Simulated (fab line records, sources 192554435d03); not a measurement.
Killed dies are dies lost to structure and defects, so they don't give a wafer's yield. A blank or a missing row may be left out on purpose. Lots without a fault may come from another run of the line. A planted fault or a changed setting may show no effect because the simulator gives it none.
Which tool did it? | flow n5_finfet | 7 lots, 20 wafers sampled, at 3 steps of a route of 1938

WHAT THE GAUGES READ, wafer by wafer
N5_SD_EPI_P_EPI_MEAS_23.
lot  | measured    | on            | thk_nm (nm)
L126 | day 3 23:54 | film_metro-02 | 60.1 61.7 61.2
L128 | day 4 11:31 | film_metro-01 | 60.6 61.6 61.1
L130 | day 4 21:58 | film_metro-02 | 61.1 60.9 60.1
L134 | day 5 21:01 | film_metro-01 | 62.6 62.2 60.3
L139 | day 7 05:39 | film_metro-01 | 1.1 1.6 0.3
L143 | day 8 05:13 | film_metro-01 | 60.3 59.6
L147 | day 9 03:29 | film_metro-01 | 61.1 59.4 60.2

WHICH TOOL RAN EACH LOT (tool, then ch and the chambers of the sampled wafers, then the start)
lot  | N5_SD_EPI_N_LINER_46             | N5_SD_EPI_P_PRECLEAN_51
L126 | ald_sin-03 ch 2,3, day 3 19:36   | epi_rpcvd-03 ch 0, day 3 21:20
L128 | ald_sin-01 ch 0,1,2, day 4 06:58 | epi_rpcvd-01 ch 0, day 4 08:57
L130 | ald_sin-02 ch 1,2, day 4 17:40   | epi_rpcvd-04 ch 0, day 4 19:26
L134 | ald_sin-03 ch 0,1,2, day 5 16:43 | epi_rpcvd-01 ch 0, day 5 18:28
L139 | ald_sin-01 ch 1,3, day 7 01:02   | epi_rpcvd-01, day 7 03:07
L143 | ald_sin-03 ch 0,1, day 8 00:55   | epi_rpcvd-04 ch 0, day 8 02:41
L147 | ald_sin-01 ch 1,2,3, day 8 23:13 | epi_rpcvd-04 ch 0, day 9 00:56
- N5_SD_EPI_N_LINER_46: material SiNx, target thk 3 nm.
- N5_SD_EPI_P_PRECLEAN_51: cleans in NF3:NH3, afs cycles 1, time 20 s, sublimation time 60 s.

THE ANSWER, worked out from the rows above alone
Rule: what is usual is taken from the lots themselves. Put in order of their means at a reading, lots are off if they are a third of the lots or fewer, leave a main group of 4 or more, and stand apart from it by a gap of 3 or more times the standard deviation of the main group's means; of several such gaps the widest counts. A main group whose means are all the same, to the digits that the tables above print for the reading, isn't used. A lot without any number at a reading at which 4 lots or more have one is off too. The other lots that the step has rows for count as sound.
Off: L139, at N5_SD_EPI_P_EPI_MEAS_23 (thk_nm). The main group: mean 60.8 nm, standard deviation 0.58.
A tool fits if, at a process step before that reading, it ran every lot that is off, and no sound lot after the first of them. The gauges at N5_SD_EPI_P_EPI_MEAS_23 are tried like those tools. One fits: epi_rpcvd-01 at N5_SD_EPI_P_PRECLEAN_51. Its last sound lot is L134 (day 5 18:28), its first lot that is off L139 (day 7 03:07): a fault that began between those two fits.

WHAT THE SIMULATOR HAD PUT IN
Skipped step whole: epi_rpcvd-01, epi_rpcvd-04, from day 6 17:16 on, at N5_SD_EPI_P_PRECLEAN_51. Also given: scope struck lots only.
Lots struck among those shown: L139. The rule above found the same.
